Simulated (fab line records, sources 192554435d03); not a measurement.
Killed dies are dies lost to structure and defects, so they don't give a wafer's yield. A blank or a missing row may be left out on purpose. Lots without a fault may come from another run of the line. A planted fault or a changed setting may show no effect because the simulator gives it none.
Chamber matching | flow n5_finfet | N5_MOL_CONTACT_COAG_DESCUM_45 on rie_diel-04: 4 sister chambers
The step chemistry O2, time 7 s. 18 wafers are shown with their chamber, then 9 later ones without.

WAFERS WITH THEIR CHAMBER
wafer  | chamber | throttle_valve_pct (%) | showerhead_plenum_p_Torr (Torr) | rf_vpp_V (V)
L074.2 | 2       | 20.58                  | 2.12                            | 242.7
L074.3 | 0       | 20.32                  | 2.14                            | 243.5
L074.4 | 3       | 20.39                  | 2.15                            | 245.1
L076.3 | 2       | 20.57                  | 2.12                            | 243.6
L076.5 | 0       | 20.32                  | 2.14                            | 244.2
L076.6 | 3       | 20.38                  | 2.15                            | 244.4
L087.1 | 1       | 19.96                  | 2.12                            | 243.5
L087.2 | 2       | 20.62                  | 2.11                            | 242.7
L087.3 | 3       | 20.03                  | 2.14                            | 243.7
L088.2 | 0       | 20.35                  | 2.13                            | 242.8
L088.5 | 2       | 20.63                  | 2.11                            | 243.0
L088.6 | 3       | 20.04                  | 2.14                            | 243.8
L091.1 | 0       | 20.34                  | 2.13                            | 243.4
L091.2 | 1       | 19.98                  | 2.12                            | 243.8
L091.3 | 2       | 20.63                  | 2.11                            | 243.7
L092.2 | 3       | 20.03                  | 2.14                            | 245.1
L092.4 | 1       | 19.99                  | 2.12                            | 241.6
L092.5 | 2       | 20.62                  | 2.11                            | 244.7

SIGNATURES (means of the wafers above)
reading                  | chamber 0 | chamber 1 | chamber 2 | chamber 3 | scatter within a chamber
throttle_valve_pct       | 20.3325   | 19.9767   | 20.6083   | 20.1740   | 0.105
showerhead_plenum_p_Torr | 2.1350    | 2.1200    | 2.1133    | 2.1440    | 0.00502
rf_vpp_V                 | 243.475   | 242.967   | 243.400   | 244.420   | 0.785
Rule: a wafer's distance from a chamber is the root of the sum, over the readings, of the square of ((its reading less the chamber's mean) divided by the reading's scatter). The wafer belongs to the nearest chamber; if the next one is less than 2 further off, it can't be placed. The scatter: the root of (the sum of the squares of (reading less its chamber's mean) over the shown wafers, divided by (wafers less chambers)).

WAFERS WITHOUT THEIR CHAMBER
wafer  | throttle_valve_pct (%) | showerhead_plenum_p_Torr (Torr) | rf_vpp_V (V)
L094.1 | 20.63                  | 2.11                            | 242.8
L094.3 | 20.06                  | 2.13                            | 244.0
L094.4 | 20.35                  | 2.13                            | 243.5
L095.2 | 20.00                  | 2.12                            | 242.0
L095.4 | 20.62                  | 2.11                            | 241.8
L095.5 | 20.04                  | 2.13                            | 244.3
L096.1 | 20.38                  | 2.13                            | 245.8
L096.3 | 20.64                  | 2.11                            | 243.3
L096.6 | 20.37                  | 2.12                            | 242.9

WHICH CHAMBER EACH WENT THROUGH
wafer  | from the rows above          | in truth
L094.1 | 2                            | 2
L094.3 | can't be placed: 1 or 0 or 3 | 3
L094.4 | 0                            | 0
L095.2 | 1                            | 1
L095.4 | 2                            | 2
L095.5 | can't be placed: 1 or 3 or 0 | 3
L096.1 | can't be placed: 0 or 3 or 2 | 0
L096.3 | 2                            | 2
L096.6 | can't be placed: 2 or 0 or 1 | 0
Placed correctly: 5 of 9. Can't be placed from these rows: 4 (the true chamber is among the candidates in 4). Placed wrongly: 0.
